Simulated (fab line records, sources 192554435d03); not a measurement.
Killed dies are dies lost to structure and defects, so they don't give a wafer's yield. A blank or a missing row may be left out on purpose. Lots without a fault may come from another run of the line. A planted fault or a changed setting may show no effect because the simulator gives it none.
Which tool did it? | flow n5_finfet | 9 lots, 27 wafers sampled, at 6 steps of a route of 1938

WHAT THE GAUGES READ, wafer by wafer
N5_BEOL_M3_THK_MEAS_53: measures by xrf. Usual: M3_THK 40.6 nm, standard deviation 1.5.
lot  | measured     | on            | M3_THK (nm)    | flag
L301 | day 7 09:50  | film_metro-02 | 40.5 41.4 41.4 |
L302 | day 7 14:52  | film_metro-01 | 42.1 43.5 42.1 |
L304 | day 8 03:46  | film_metro-01 | 40.8 41.0 41.2 |
L306 | day 8 11:40  | film_metro-02 | 39.3 39.0 42.4 |
L316 | day 11 18:19 | film_metro-01 | 41.5 38.6 40.6 |
L321 | day 12 20:25 | film_metro-01 | 40.6 41.5 41.9 |
L320 | day 12 23:35 | film_metro-01 | 41.4 40.4 42.5 |
L319 | day 13 03:02 | film_metro-01 | 41.5 40.1 42.4 |
L324 | day 13 23:23 | film_metro-01 | 38.1 39.8 39.0 |

N5_BEOL_M3_RS_MEAS_58: measures by four-point-probe. Usual: M3_RS 0.66 ohm/sq, standard deviation 0.031.
lot  | measured     | on            | M3_RS (ohm/sq) | flag
L301 | day 7 10:06  | film_metro-01 | 0.67 0.65 0.64 |
L302 | day 7 15:08  | film_metro-02 | 0.63 0.61 0.63 |
L304 | day 8 04:12  | film_metro-02 | 0.66 0.65 0.65 |
L306 | day 8 11:56  | film_metro-02 | 0.69 0.69 0.62 |
L316 | day 11 18:46 | film_metro-01 | 0.65 0.71 0.66 |
L321 | day 12 20:40 | film_metro-01 | 0.67 0.65 0.64 |
L320 | day 12 23:51 | film_metro-02 | 0.65 0.67 0.63 |
L319 | day 13 03:23 | film_metro-02 | 0.65 0.68 0.63 |
L324 | day 13 23:38 | film_metro-01 | 0.72 0.68 0.69 |

N5_BEOL_M4_OVL_MEAS_12. Usual: M4_OVL -0.2 nm, standard deviation 0.72.
lot  | measured     | on         | M4_OVL (nm)    | flag
L301 | day 7 11:49  | overlay-02 | 2.0 0.9 0.1    |
L302 | day 7 16:36  | overlay-01 | -0.6 -1.2 -1.1 |
L304 | day 8 07:10  | overlay-01 | 0.9 0.3 0.1    |
L306 | day 8 12:56  | overlay-01 | -1.3 -0.5 -0.5 |
L316 | day 11 20:56 | overlay-02 | -0.9 -1.2 -1.0 |
L321 | day 12 23:49 | overlay-01 | -0.4 -0.1 -0.3 |
L320 | day 13 00:32 | overlay-02 | 0.2 -1.1 -1.3  |
L319 | day 13 05:10 | overlay-02 | 0.7 0.9 0.4    |
L324 | day 14 01:36 | overlay-01 | -0.1 -0.8 -0.3 |

N5_BEOL_M4_RC_MEAS_101. Usual: DIBL_N 36.3 mV/V, standard deviation 2; DIBL_P 36.3 mV/V, standard deviation 2.4; IOFF_N 0.16 nA/um, standard deviation 0.034; IOFF_P 0.21 nA/um, standard deviation 0.035; ION_N 672 uA/um, standard deviation 12; ION_P 459 uA/um, standard deviation 6.5; SS_N 71.6 mV/dec, standard deviation 0.67; SS_P 73.3 mV/dec, standard deviation 0.71; VT_N 250 mV, standard deviation 3.5; VT_P -251 mV, standard deviation 3.
lot  | measured     | on        | DIBL_N (mV/V)  | DIBL_P (mV/V)  | IOFF_N (nA/um) | IOFF_P (nA/um) | ION_N (uA/um) | ION_P (uA/um) | SS_N (mV/dec)  | SS_P (mV/dec)  | VT_N (mV)   | VT_P (mV)      | flag
L301 | day 8 00:26  | prober-02 | 35.2 37.8 35.8 | 33.4 36.8 34.4 | 0.12 0.17 0.14 | 0.18 0.23 0.19 | 658 676 672   | 453 464 459   | 71.4 71.9 71.5 | 72.0 73.4 72.6 | 252 248 252 | -254 -248 -250 |
L302 | day 8 03:04  | prober-01 | 35.5 35.7 34.9 | 35.7 35.9 34.7 | 0.15 0.15 0.13 | 0.20 0.21 0.19 | 662 661 655   | 458 459 450   | 71.6 71.4 71.9 | 73.3 72.8 72.6 | 250 254 251 | -251 -251 -251 |
L304 | day 8 16:58  | prober-02 | 35.0 33.2 33.3 | 34.4 31.5 32.3 | 0.14 0.10 0.11 | 0.18 0.13 0.15 | 666 647 650   | 453 440 452   | 71.1 70.8 70.9 | 73.2 72.8 72.7 | 249 256 256 | -254 -256 -253 |
L306 | day 9 05:11  | prober-02 | 35.9 39.3 35.9 | 34.6 38.7 34.3 | 0.14 0.22 0.15 | 0.17 0.23 0.16 | 657 689 672   | 444 463 452   | 71.6 73.1 72.0 | 73.7 74.5 73.3 | 255 247 251 | -256 -251 -256 |
L316 | day 12 22:51 | prober-01 | 33.0 36.1 35.6 | 33.7 36.9 36.2 | 0.12 0.17 0.15 | 0.18 0.23 0.22 | 658 656 669   | 457 454 455   | 71.0 71.5 71.2 | 72.3 73.2 73.1 | 253 250 250 | -250 -248 -251 |
L321 | day 13 08:12 | prober-02 | 36.1 35.3 33.6 | 35.6 35.6 32.8 | 0.18 0.17 0.13 | 0.19 0.19 0.15 | 695 681 672   | 465 459 451   | 71.7 71.2 71.2 | 73.0 72.9 72.8 | 246 247 252 | -253 -252 -256 |
L320 | day 13 20:22 | prober-02 | 36.9 34.1 39.1 | 37.5 33.3 39.4 | 0.17 0.12 0.21 | 0.21 0.14 0.23 | 678 659 682   | 459 448 458   | 71.0 70.7 72.3 | 73.6 72.5 73.4 | 248 255 246 | -251 -256 -251 |
L319 | day 14 07:01 | prober-02 | 37.0 34.8 38.7 | 38.8 34.8 38.5 | 0.20 0.15 0.24 | 0.25 0.19 0.24 | 682 666 676   | 462 454 458   | 71.8 71.2 72.4 | 74.3 74.1 74.0 | 247 249 244 | -248 -252 -249 |
L324 | day 14 14:23 | prober-01 | 36.8 37.2 36.1 | 37.1 37.9 36.1 | 0.19 0.20 0.18 | 0.22 0.24 0.21 | 680 679 684   | 459 459 462   | 71.8 72.0 72.0 | 73.0 73.4 72.6 | 248 246 245 | -249 -248 -251 |

WHICH TOOL RAN EACH LOT (tool, then ch and the chambers of the sampled wafers, then the start)
lot  | N5_BEOL_M4_COAT_62                | N5_BEOL_M4_ETCH_63
L301 | litho_track-01 ch 0, day 7 11:24  | rie_diel-06 ch 1,2,3, day 7 13:12
L302 | litho_track-01 ch 0, day 7 16:10  | rie_diel-06 ch 0,1,3, day 7 16:56
L304 | litho_track-01 ch 0, day 8 06:44  | rie_diel-05 ch 1,2,3, day 8 07:19
L306 | litho_track-04 ch 0, day 8 12:38  | rie_diel-06 ch 0,1,2, day 8 13:22
L316 | litho_track-02 ch 0, day 11 20:30 | rie_diel-02 ch 0,1,2, day 11 21:04
L321 | litho_track-02 ch 0, day 12 23:23 | rie_diel-02 ch 0,3, day 12 23:58
L320 | litho_track-01 ch 0, day 13 00:14 | rie_diel-02 ch 0,2,3, day 13 00:40
L319 | litho_track-01 ch 0, day 13 04:44 | rie_diel-06 ch 1,3, day 13 05:22
L324 | litho_track-04 ch 0, day 14 01:18 | rie_diel-02 ch 0,1,3, day 14 01:44
- N5_BEOL_M4_COAT_62: time 60 s, resist thk 12 nm.
- N5_BEOL_M4_ETCH_63: etches SiARC in CF4, target depth 15.6 nm, time 26 s.

WHAT THE TOOLS THEMSELVES READ (means of the sampled wafers that have a number; where no wafer has one, the mark that the record gives instead)
N5_BEOL_M4_COAT_62. Usual: resist_line_temp_C 23.01 C, standard deviation 0.11; spin_speed_rpm 1500.2 rpm, standard deviation 0.98.
lot  | tool           | resist_line_temp_C (C) | spin_speed_rpm (rpm) | flag
L301 | litho_track-01 | 23.11                  | 1499.9               |
L302 | litho_track-01 | 23.00                  | 1501.2               |
L304 | litho_track-01 | 22.94                  | 1499.8               |
L306 | litho_track-04 | 22.95                  | 1500.5               |
L316 | litho_track-02 | 23.09                  | 1498.8               |
L321 | litho_track-02 | 23.02                  | 1500.2               |
L320 | litho_track-01 | 23.00                  | 1777.4               | OFF
L319 | litho_track-01 | 23.03                  | 1777.6               | OFF
L324 | litho_track-04 | 22.95                  | 1500.4               |

N5_BEOL_M4_ETCH_63. Usual: drypump_motor_current_A 5.7 A, standard deviation 0.58; etch_rf_on_time_s 26.5 s, standard deviation 0.6; oes_product_au 0.62 a.u., standard deviation 0.045; rf_vpp_V 183.7 V, standard deviation 1.2; showerhead_plenum_p_Torr 2.12 Torr, standard deviation 0.071; throttle_valve_pct 15.74 %, standard deviation 0.29.
lot  | tool        | drypump_motor_current_A (A) | etch_rf_on_time_s (s) | oes_product_au (a.u.) | rf_vpp_V (V) | showerhead_plenum_p_Torr (Torr) | throttle_valve_pct (%) | flag
L301 | rie_diel-06 | 5.1                         | 26.7                  | 0.61                  | 183.3        | 2.11                            | 15.78                  |
L302 | rie_diel-06 | 5.4                         | 26.4                  | 0.61                  | 182.9        | 2.05                            | 15.72                  |
L304 | rie_diel-05 | 6.1                         | 26.8                  | 0.66                  | 185.0        | 2.13                            | 15.55                  |
L306 | rie_diel-06 | 5.4                         | 26.8                  | 0.59                  | 183.0        | 2.09                            | 15.99                  |
L316 | rie_diel-02 | 6.2                         | 26.2                  | 0.65                  | 184.8        | 2.17                            | 15.59                  |
L321 | rie_diel-02 | 5.7                         | 26.0                  | 0.61                  | 184.3        | 2.12                            | 15.85                  |
L320 | rie_diel-02 | 5.8                         | 24.2                  | 0.62                  | 183.4        | 2.13                            | 15.76                  | OFF
L319 | rie_diel-06 | 5.2                         | 24.6                  | 0.59                  | 183.0        | 2.04                            | 15.60                  | OFF
L324 | rie_diel-02 | 6.0                         | 26.1                  | 0.63                  | 183.5        | 2.16                            | 15.71                  |

THE ANSWER, worked out from the rows above alone
Rule: a lot is off if the mean of its wafers that have a number lies more than 3 standard deviations from the usual mean. A lot without any number at a reading at which 4 lots or more have one is off too. The other lots that the step has rows for count as sound. The gauges are gone through in route order, then the tools' own readings, and for those a lot's mean is taken as printed above. The first step at which some lot is off is used, and at that step the reading that is off furthest; a lot without a number counts as furthest.
Off: L320, L319, at N5_BEOL_M4_COAT_62 (spin_speed_rpm).
A tool fits if, at that step or a process step before it, it ran every lot that is off, and no sound lot after the first of them. One fits: litho_track-01 at N5_BEOL_M4_COAT_62. Its last sound lot is L304 (day 8 06:44), its first lot that is off L320 (day 13 00:14): a fault that began between those two fits.
The tool's own readings at N5_BEOL_M4_COAT_62 bear it out: on the lots that are off they differ by more than 5 times the standard deviation of the sound lots' means. spin_speed_rpm reads 1777.5 rpm there against 1500.1 rpm on the sound lots.

WHAT THE SIMULATOR HAD PUT IN
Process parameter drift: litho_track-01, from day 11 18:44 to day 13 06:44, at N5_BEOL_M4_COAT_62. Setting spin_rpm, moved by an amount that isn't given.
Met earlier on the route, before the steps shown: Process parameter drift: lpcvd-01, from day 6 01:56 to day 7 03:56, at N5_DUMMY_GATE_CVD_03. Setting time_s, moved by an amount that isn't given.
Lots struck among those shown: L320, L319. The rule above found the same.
